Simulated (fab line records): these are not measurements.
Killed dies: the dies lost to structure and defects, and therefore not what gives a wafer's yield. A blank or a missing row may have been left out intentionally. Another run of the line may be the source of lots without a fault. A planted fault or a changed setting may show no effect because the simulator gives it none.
Matching of chambers | flow n5 finfet | 3 sister chambers for N5_BEOL_M0_SAQP_PECVD_97 on pecvd-04
The step deposits SiNx from SiH4/NH3/N2, target thk 23 nm, time 19.9 s. 3 wafers are shown with their chamber, then 8 later ones without.

EACH WAFER AND ITS CHAMBER
wafer  | chamber | throttle valve pct (%)
L083.5 | 2       | 38.3
L084.4 | 0       | 37.2
L088.2 | 1       | 42.1

WAFERS WHOSE CHAMBER IS MISSING
wafer  | throttle valve pct (%)
L088.5 | 37.1
L088.6 | 41.9
L095.1 | 36.3
L095.2 | 41.8
L095.4 | 37.2
L097.1 | 42.0
L097.3 | 36.6
L097.5 | 41.7

CHAMBER TAKEN BY EACH
wafer  | from the rows above | in truth
L088.5 | 0                   | 0
L088.6 | 1                   | 1
L095.1 | 0                   | 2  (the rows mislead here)
L095.2 | 1                   | 1
L095.4 | 0                   | 0
L097.1 | 1                   | 1
L097.3 | 0                   | 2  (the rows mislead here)
L097.5 | 1                   | 1
Placed correctly: 6 of 8. Can't be placed from these rows: 0. Number placed wrongly: 2.
How it was worked out, from the rows above alone: a wafer's distance from a chamber is the root of the sum, over the readings, of the square of ((its reading less the chamber's mean) divided by the reading's scatter). If the next closest chamber is less than 2 further off than the closest, the wafer can't be placed; otherwise it belongs to the closest. The mean given for a chamber averages the wafers shown for that chamber. The scatter: with one shown wafer a chamber, the root of the mean of the squares of how far each hidden wafer lies from its nearest shown one.
